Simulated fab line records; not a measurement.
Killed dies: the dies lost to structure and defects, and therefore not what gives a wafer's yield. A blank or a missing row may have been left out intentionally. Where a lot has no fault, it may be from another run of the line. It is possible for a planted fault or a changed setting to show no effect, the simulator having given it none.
Chamber matching | flow n5_finfet | rie_diel-05 running N5_MOL_CONTACT_COAG_ETCH_124: 4 sister chambers
The step etches SiNx in CH3F/O2, stops on SiOC, target depth 6.5 nm. 22 wafers are shown with their chamber, then 11 later ones without.

## EACH WAFER AND ITS CHAMBER
wafer  | chamber | showerhead_plenum_p_Torr (Torr) | drypump_motor_current_A (A) | rf_vpp_V (V)
L076.1 | 1       | 2.08                            | 6.2                         | 296
L076.4 | 1       | 2.08                            | 6.1                         | 297
L076.6 | 0       | 2.07                            | 5.1                         | 277
L077.2 | 2       | 1.82                            | 5.5                         | 297
L077.3 | 0       | 2.07                            | 5.1                         | 277
L077.4 | 1       | 2.08                            | 6.2                         | 298
L080.1 | 1       | 2.08                            | 6.1                         | 299
L080.2 | 2       | 1.82                            | 5.4                         | 297
L080.3 | 3       | 1.98                            | 5.5                         | 290
L081.2 | 3       | 1.98                            | 5.5                         | 290
L081.4 | 3       | 1.98                            | 5.5                         | 291
L081.6 | 1       | 2.08                            | 6.1                         | 296
L082.2 | 3       | 1.98                            | 5.5                         | 291
L082.3 | 1       | 2.08                            | 6.2                         | 298
L082.6 | 2       | 1.82                            | 5.5                         | 296
L085.4 | 2       | 1.82                            | 5.4                         | 298
L085.5 | 1       | 2.07                            | 6.1                         | 297
L085.6 | 2       | 1.82                            | 5.5                         | 297
L088.1 | 2       | 1.82                            | 5.5                         | 296
L088.2 | 0       | 2.06                            | 5.1                         | 277
L088.3 | 1       | 2.07                            | 6.1                         | 297
L090.2 | 0       | 2.06                            | 5.1                         | 276

SIGNATURES (means of the wafers above)
reading                  | chamber 0 | chamber 1 | chamber 2 | chamber 3 | scatter within a chamber
showerhead_plenum_p_Torr | 2.0650    | 2.0775    | 1.8200    | 1.9800    | 0.00373
drypump_motor_current_A  | 5.100     | 6.138     | 5.467     | 5.500     | 0.0422
rf_vpp_V                 | 276.75    | 297.25    | 296.83    | 290.50    | 0.819
Rule: for each reading, subtract the chamber's mean from the wafer's reading, divide by that reading's scatter and square the result; add these up over the readings and take the root, which gives the wafer's distance from the chamber. If the next closest chamber is less than 2 further off than the closest, the wafer can't be placed; otherwise it belongs to the closest. The scatter: take each reading less its chamber's mean, square it, sum over the shown wafers, divide by the number of wafers less the number of chambers, and take the root.

## WAFERS WITH NO CHAMBER GIVEN
wafer  | showerhead_plenum_p_Torr (Torr) | drypump_motor_current_A (A) | rf_vpp_V (V)
L090.3 | 2.07                            | 6.1                         | 297
L090.5 | 2.06                            | 5.1                         | 277
L091.3 | 1.81                            | 5.4                         | 296
L091.4 | 1.97                            | 5.5                         | 290
L091.6 | 2.07                            | 6.2                         | 298
L095.3 | 2.06                            | 5.1                         | 276
L095.5 | 2.06                            | 5.1                         | 278
L095.6 | 2.06                            | 6.1                         | 298
L096.2 | 2.06                            | 5.1                         | 277
L096.3 | 2.06                            | 6.2                         | 295
L096.5 | 1.97                            | 5.6                         | 291

## WHICH CHAMBER EACH WENT THROUGH
wafer  | from the rows above | in truth
L090.3 | 1                   | 1
L090.5 | 0                   | 0
L091.3 | 2                   | 2
L091.4 | 3                   | 3
L091.6 | 1                   | 1
L095.3 | 0                   | 0
L095.5 | 0                   | 0
L095.6 | 1                   | 1
L096.2 | 0                   | 0
L096.3 | 1                   | 1
L096.5 | 3                   | 3
Correct placement for 11 of the 11. Can't be placed from these rows: 0. Number placed wrongly: 0.
